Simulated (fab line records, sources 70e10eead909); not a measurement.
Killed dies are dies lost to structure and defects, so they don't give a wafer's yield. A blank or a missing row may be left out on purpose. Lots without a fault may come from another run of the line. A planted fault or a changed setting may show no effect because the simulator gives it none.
Which tool did it? | flow nand_harc | 23 lots, 69 wafers sampled, at 3 steps of a route of 1159

WHAT THE GAUGES READ, wafer by wafer
NHARC_A_CHANNEL_FILL_D1_INSPECT_13. Usual: raw_defect_count 314, standard deviation 140.
lot  | measured     | on                | raw_defect_count | flag
L075 | day 11 05:32 | defect_inspect-02 | 722 501 261      |
L074 | day 11 09:11 | defect_inspect-02 | 166 293 174      |
L077 | day 11 05:22 | defect_inspect-01 | 379 205 317      |
L078 | day 11 05:22 | defect_inspect-02 | 196 330 185      |
L079 | day 11 14:39 | defect_inspect-02 | 275 441 279      |
L076 | day 11 14:37 | defect_inspect-01 | 116 223 218      |
L080 | day 11 22:30 | defect_inspect-01 | 230 176 209      |
L081 | day 12 09:16 | defect_inspect-02 | 209 458 372      |
L082 | day 12 17:23 | defect_inspect-01 | 261 240 255      |
L084 | day 13 00:52 | defect_inspect-01 | 526 245 184      |
L083 | day 13 00:51 | defect_inspect-02 | 382 580 820      |
L085 | day 13 12:43 | defect_inspect-02 | 411 198 370      |
L087 | day 13 20:42 | defect_inspect-01 | 364 431 432      |
L086 | day 13 20:32 | defect_inspect-01 | 390 639 373      |
L088 | day 14 01:51 | defect_inspect-01 | 223 343 424      |
L090 | day 14 12:17 | defect_inspect-01 | 216 241 214      |
L089 | day 14 12:19 | defect_inspect-02 | 271 149 179      |
L091 | day 14 16:57 | defect_inspect-02 | 172 195 271      |
L092 | day 15 10:23 | defect_inspect-02 | 202 195 356      |
L094 | day 15 14:04 | defect_inspect-01 | 429 427 347      |
L093 | day 15 06:39 | defect_inspect-01 | 195 292 323      |
L095 | day 15 14:06 | defect_inspect-02 | 525 394 525      |
L096 | day 15 18:47 | defect_inspect-02 | 307 255 228      |

WHICH TOOL RAN EACH LOT (tool, then ch and the chambers of the sampled wafers, then the start)
lot  | NHARC_A_CHANNEL_FILL_D1_ETCHBACK_19 | NHARC_A_CHANNEL_FILL_D1_ALD_25
L075 | rie_si-04 ch 0,2,3, day 10 05:37    | ald_hk-03 ch 1,2,3, day 10 18:37
L074 | rie_si-02 ch 0,2,3, day 10 05:37    | ald_hk-04 ch 0,3, day 10 21:04
L077 | rie_si-02 ch 0,1,3, day 10 08:16    | ald_hk-02 ch 0,1,2, day 10 17:22
L078 | rie_si-04 ch 0,2,3, day 10 08:16    | ald_hk-04 ch 0,1,3, day 10 17:23
L079 | rie_si-05 ch 1,2,3, day 10 14:40    | ald_hk-02 ch 0,2,3, day 11 03:47
L076 | rie_si-04 ch 0,2, day 10 14:40      | ald_hk-03 ch 2,3, day 11 03:08
L080 | rie_si-05 ch 0,1,2, day 10 22:45    | ald_hk-03 ch 1,2,3, day 11 10:33
L081 | rie_si-05 ch 0,2,3, day 11 09:08    | ald_hk-02 ch 0,1, day 11 21:07
L082 | rie_si-05 ch 2,3, day 11 17:19      | ald_hk-04 ch 2,3, day 12 05:16
L084 | rie_si-02 ch 0,1,2, day 12 00:29    | ald_hk-03 ch 0,1,3, day 12 12:50
L083 | rie_si-05 ch 0,1,2, day 12 00:29    | ald_hk-04 ch 1,2,3, day 12 12:56
L085 | rie_si-05 ch 0,3, day 12 13:12      | ald_hk-04 ch 0,1,2, day 13 00:55
L087 | rie_si-02 ch 2,3, day 12 20:34      | ald_hk-03 ch 1,2,3, day 13 09:48
L086 | rie_si-05 ch 0,1,3, day 12 20:34    | ald_hk-04 ch 0,3, day 13 08:33
L088 | rie_si-04 ch 1,3, day 13 01:52      | ald_hk-02 ch 1,3, day 13 13:37
L090 | rie_si-04 ch 0,1,2, day 13 12:25    | ald_hk-04 ch 0,2,3, day 14 00:26
L089 | rie_si-02 ch 1,3, day 13 12:26      | ald_hk-03 ch 2,3, day 14 00:25
L091 | rie_si-02 ch 1,2,3, day 13 16:50    | ald_hk-02 ch 1,2,3, day 14 04:50
L092 | rie_si-02 ch 0,3, day 14 06:46      | ald_hk-02 ch 0,2,3, day 14 21:09
L094 | rie_si-04 ch 0,2,3, day 14 06:46    | ald_hk-04 ch 1,2,3, day 14 22:26
L093 | rie_si-05 ch 0,1,3, day 14 06:46    | ald_hk-04 ch 1,2,3, day 14 18:43
L095 | rie_si-02 ch 2,3, day 14 14:38      | ald_hk-03 ch 1,2,3, day 15 04:09
L096 | rie_si-04 ch 2,3, day 14 14:38      | ald_hk-04 ch 0,2, day 15 07:22
- NHARC_A_CHANNEL_FILL_D1_ETCHBACK_19: etches the open film in HBr/Cl2, target depth 5 nm, time 1.7 s.
- NHARC_A_CHANNEL_FILL_D1_ALD_25: deposits SiOx, target thk 60 nm, pulse time 10 s, ald cycles 600.

WHAT THE TOOLS THEMSELVES READ (means of the sampled wafers that have a number; where no wafer has one, the mark that the record gives instead)
NHARC_A_CHANNEL_FILL_D1_ETCHBACK_19. Usual: drypump_motor_current_A 5.6 A, standard deviation 0.41; oes_product_au 1.001 a.u., standard deviation 0.011; rf_fwd_power_W 390.2 W, standard deviation 1.2; throttle_valve_pct 26.405 %, standard deviation 0.0092.
lot  | tool      | drypump_motor_current_A (A) | oes_product_au (a.u.) | rf_fwd_power_W (W) | throttle_valve_pct (%) | flag
L075 | rie_si-04 | 5.4                         | 0.994                 | 388.5              | 26.405                 |
L074 | rie_si-02 | 5.4                         | 1.004                 | 389.4              | 26.408                 |
L077 | rie_si-02 | 5.8                         | 1.010                 | 391.0              | 26.412                 |
L078 | rie_si-04 | 5.4                         | 0.993                 | 391.0              | 26.410                 |
L079 | rie_si-05 | 5.5                         | 1.005                 | 390.0              | 26.408                 |
L076 | rie_si-04 | 5.3                         | 0.993                 | 391.0              | 26.400                 |
L080 | rie_si-05 | 5.7                         | 1.001                 | 389.5              | 26.394                 |
L081 | rie_si-05 | 5.6                         | 1.011                 | 389.5              | 26.408                 |
L082 | rie_si-05 | 5.5                         | 1.007                 | 390.6              | 26.402                 |
L084 | rie_si-02 | 5.9                         | 0.988                 | 389.5              | 26.406                 |
L083 | rie_si-05 | 5.7                         | 1.004                 | 390.9              | 26.399                 |
L085 | rie_si-05 | 5.5                         | 1.011                 | 389.8              | 26.413                 |
L087 | rie_si-02 | 5.3                         | 1.004                 | 391.2              | 26.404                 |
L086 | rie_si-05 | 5.5                         | 1.009                 | 390.5              | 26.396                 |
L088 | rie_si-04 | 5.8                         | 1.003                 | 392.2              | 26.403                 |
L090 | rie_si-04 | 5.5                         | 1.003                 | 390.8              | 26.406                 |
L089 | rie_si-02 | 6.2                         | 0.991                 | 390.0              | 26.401                 |
L091 | rie_si-02 | 5.8                         | 0.995                 | 389.6              | 26.413                 |
L092 | rie_si-02 | 5.4                         | 1.004                 | 388.4              | 26.416                 |
L094 | rie_si-04 | 5.5                         | 0.988                 | 391.3              | 26.400                 |
L093 | rie_si-05 | 5.5                         | 1.002                 | 389.1              | 26.400                 |
L095 | rie_si-02 | 5.4                         | 1.008                 | 390.5              | 26.402                 |
L096 | rie_si-04 | 5.6                         | 0.996                 | 390.1              | 26.406                 |

NHARC_A_CHANNEL_FILL_D1_ALD_25. Usual: heater_power_w 485 W, standard deviation 34; precursor_pulse_height_rel 0.999, standard deviation 0.02.
lot  | tool      | heater_power_w (W) | precursor_pulse_height_rel | flag
L075 | ald_hk-03 | 496                | 1.007                      |
L074 | ald_hk-04 | 475                | 0.981                      |
L077 | ald_hk-02 | 499                | 0.990                      |
L078 | ald_hk-04 | 494                | 1.004                      |
L079 | ald_hk-02 | 473                | 1.006                      |
L076 | ald_hk-03 | 471                | 0.991                      |
L080 | ald_hk-03 | 500                | 0.990                      |
L081 | ald_hk-02 | 497                | 1.000                      |
L082 | ald_hk-04 | 460                | 1.030                      |
L084 | ald_hk-03 | 504                | 0.993                      |
L083 | ald_hk-04 | 485                | 1.016                      |
L085 | ald_hk-04 | 493                | 0.986                      |
L087 | ald_hk-03 | 500                | 0.992                      |
L086 | ald_hk-04 | 486                | 1.004                      |
L088 | ald_hk-02 | 459                | 0.995                      |
L090 | ald_hk-04 | 472                | 0.995                      |
L089 | ald_hk-03 | 507                | 0.984                      |
L091 | ald_hk-02 | 455                | 1.004                      |
L092 | ald_hk-02 | 471                | 0.991                      |
L094 | ald_hk-04 | 494                | 0.997                      |
L093 | ald_hk-04 | 495                | 0.996                      |
L095 | ald_hk-03 | 498                | 0.994                      |
L096 | ald_hk-04 | 476                | 0.994                      |

THE ANSWER, worked out from the rows above alone
Rule: a lot is off if the mean of its wafers that have a number lies more than 3 standard deviations from the usual mean. A lot without any number at a reading at which 4 lots or more have one is off too. The other lots that the step has rows for count as sound. The gauges are gone through in route order, then the tools' own readings, and for those a lot's mean is taken as printed above. The first step at which some lot is off is used, and at that step the reading that is off furthest; a lot without a number counts as furthest.
No lot is off at any reading shown: from this, nothing can be told.

WHAT THE SIMULATOR HAD PUT IN
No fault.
